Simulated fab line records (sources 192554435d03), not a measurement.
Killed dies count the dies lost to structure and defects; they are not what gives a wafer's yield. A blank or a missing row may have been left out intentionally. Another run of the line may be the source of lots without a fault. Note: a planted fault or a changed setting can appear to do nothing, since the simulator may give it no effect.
Split-lot experiment | flow n5 finfet | on a route of 1938 steps: 7 lots, 21 wafers read

## ABOUT THE SPLIT
At N5_BEOL_M3_EXPOSE_25 (exposes mask V2, defocus 5 nm), the setting dose mj was moved away from the recipe's 63 on 7 of the 21 wafers read, by -3.5% to +6.6%. This setting was run at the recipe's value on the other wafers.

## FROM THE SPLIT TO THE READING: what the file shows between them, 2 steps
- N5_BEOL_M3_PEB_26: peb time 60 s
- N5_BEOL_M3_DEVELOP_27: develop time 30 s

## THE READING
cd nm, in nm, at N5_BEOL_M3_CD_MEAS_28 (target cd 25.7 nm, target cd y 23.3 nm). Typical for fault-free wafers on this fab line: 25.66 nm, with standard deviation 0.22 nm.

wafer  | tool, chamber at the split | dose mj as run | against the recipe | cd nm, nm | against lot-mates on the recipe
L074.1 | euv scanner-02, 0          | 63             | recipe             | 25.89     | -
L074.2 | euv scanner-02, 0          | 63             | recipe             | 25.66     | -
L074.6 | euv scanner-02, 0          | 60.78          | -3.5%              | 24.96     | -0.81
L076.1 | euv scanner-01, 0          | 63             | recipe             | 25.98     | -
L076.3 | euv scanner-01, 0          | 63             | recipe             | 25.84     | -
L076.6 | euv scanner-01, 0          | 61.17          | -2.9%              | 25.64     | -0.27
L078.3 | euv scanner-02, 0          | 63             | recipe             | 25.38     | -
L078.4 | euv scanner-02, 0          | 63             | recipe             | 25.27     | -
L078.6 | euv scanner-02, 0          | 63             | recipe             | 25.40     | -
L081.1 | euv scanner-02, 0          | 63             | recipe             | 25.77     | -
L081.2 | euv scanner-02, 0          | 63             | recipe             | 25.73     | -
L081.6 | euv scanner-02, 0          | 63             | recipe             | 25.48     | -
L080.1 | euv scanner-01, 0          | 64.69          | +2.7%              | 26.13     | +0.79
L080.3 | euv scanner-01, 0          | 63             | recipe             | 25.33     | -
L080.5 | euv scanner-01, 0          | 63             | recipe             | 25.35     | -
L088.2 | euv scanner-01, 0          | 67.15          | +6.6%              | 26.79     | +0.90
L088.3 | euv scanner-01, 0          | 67.15          | +6.6%              | 27.29     | +1.40
L088.5 | euv scanner-01, 0          | 63             | recipe             | 25.89     | -
L097.2 | euv scanner-02, 0          | 65.3           | +3.7%              | 25.96     | +0.33
L097.3 | euv scanner-02, 0          | 63             | recipe             | 25.63     | -
L097.5 | euv scanner-02, 0          | 65.3           | +3.7%              | 26.25     | +0.62

THE FIT
A straight line over all 21 wafers: cd nm changes by +0.18 nm for each +1% of dose mj; r = +0.87; the points scatter about the line by 0.27 nm.
The same after taking each lot's own level away (the mean of its wafers on the recipe; 21 wafers): +0.172 nm for each +1%; r = +0.94; scatter 0.16 nm.
That fit puts the effect of the largest move of dose mj on the reading at 1.1 nm.
From 25.340 to 25.910 nm: that is the span of the lots' own levels, equal to 2.6 times the standard deviation above.
Consequently the slope shifts little with the lot-to-lot level, the two slopes agreeing.
Check: for one of the wafers moved furthest among these (+6.6%), held out of the fit, the line's prediction against its lot-mates is +1.24 nm. Against them it came out at +0.9 nm.

## THESE WAFERS: OTHER SPLITS
Other splits were also applied to these wafers ahead of the reading. Each is held against what the fit with the lots' levels taken away leaves over:
other split on the same wafers          | wafers away from the commonest value | r with cd nm (lot level and that fit taken away)
N5_BEOL_M0_SAQP_PECVD_96 time s         | 5                                    | -0.10
N5_BEOL_M0_SAQP_PECVD_04 time s         | 4                                    | -0.12
N5_BEOL_M0_SAQP_ETCH_106 target depth a | 5                                    | -0.13
N5_BEOL_M2_ETCH_69 bias w               | 10                                   | +0.07
N5_BEOL_M2_TRENCH_ETCH_37 bias w        | 8                                    | -0.22
N5_BEOL_M3_COAT_67 spin rpm             | 7                                    | +0.12

## THE FILE'S OWN FIT
cd nm changes by +0.178 nm for each +1% of dose mj, r = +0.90.
